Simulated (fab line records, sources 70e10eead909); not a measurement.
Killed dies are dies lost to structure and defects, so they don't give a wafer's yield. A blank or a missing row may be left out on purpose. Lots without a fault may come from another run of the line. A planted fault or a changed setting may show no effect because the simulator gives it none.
Chamber matching | flow nand_harc | NHARC_A_CHANNEL_FILL_D2_ETCHBACK_20 on rie_diel-12: 4 sister chambers
The step etches the open film in C4F8/O2/Ar, target depth 27 nm, time 13.5 s. 18 wafers are shown with their chamber, then 9 later ones without.

WAFERS WITH THEIR CHAMBER
wafer  | chamber | rf_vpp_V (V) | oes_product_au (a.u.)
L469.1 | 0       | 971          | 0.953
L469.3 | 2       | 979          | 0.962
L469.6 | 0       | 971          | 0.950
L472.1 | 0       | 969          | 0.930
L472.2 | 1       | 984          | 0.970
L472.3 | 2       | 983          | 0.952
L474.3 | 3       | 980          | 0.911
L474.5 | 0       | 972          | 0.919
L474.6 | 1       | 984          | 0.970
L480.1 | 3       | 981          | 0.993
L480.5 | 1       | 984          | 1.009
L480.6 | 0       | 973          | 0.981
L484.3 | 1       | 983          | 1.001
L484.5 | 0       | 972          | 0.984
L484.6 | 1       | 986          | 1.004
L485.2 | 3       | 980          | 1.005
L485.3 | 2       | 981          | 1.008
L485.4 | 1       | 985          | 0.992

SIGNATURES (means of the wafers above)
reading        | chamber 0 | chamber 1 | chamber 2 | chamber 3 | scatter within a chamber
rf_vpp_V       | 971.33    | 984.33    | 981.00    | 980.33    | 1.29
oes_product_au | 0.95283   | 0.99100   | 0.97400   | 0.96967   | 0.0292
Rule: a wafer's distance from a chamber is the root of the sum, over the readings, of the square of ((its reading less the chamber's mean) divided by the reading's scatter). The wafer belongs to the nearest chamber; if the next one is less than 2 further off, it can't be placed. The scatter: the root of (the sum of the squares of (reading less its chamber's mean) over the shown wafers, divided by (wafers less chambers)).

WAFERS WITHOUT THEIR CHAMBER
wafer  | rf_vpp_V (V) | oes_product_au (a.u.)
L489.2 | 971          | 0.990
L489.4 | 986          | 1.007
L489.6 | 980          | 1.005
L490.2 | 971          | 0.927
L490.3 | 980          | 0.957
L490.5 | 980          | 0.952
L492.2 | 979          | 1.010
L492.4 | 986          | 0.990
L492.6 | 972          | 0.986

WHICH CHAMBER EACH WENT THROUGH
wafer  | from the rows above     | in truth
L489.2 | 0                       | 0
L489.4 | 1                       | 1
L489.6 | can't be placed: 3 or 2 | 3
L490.2 | 0                       | 0
L490.3 | can't be placed: 3 or 2 | 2
L490.5 | can't be placed: 3 or 2 | 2
L492.2 | can't be placed: 3 or 2 | 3
L492.4 | 1                       | 1
L492.6 | 0                       | 0
Placed correctly: 5 of 9. Can't be placed from these rows: 4 (the true chamber is among the candidates in 4). Placed wrongly: 0.
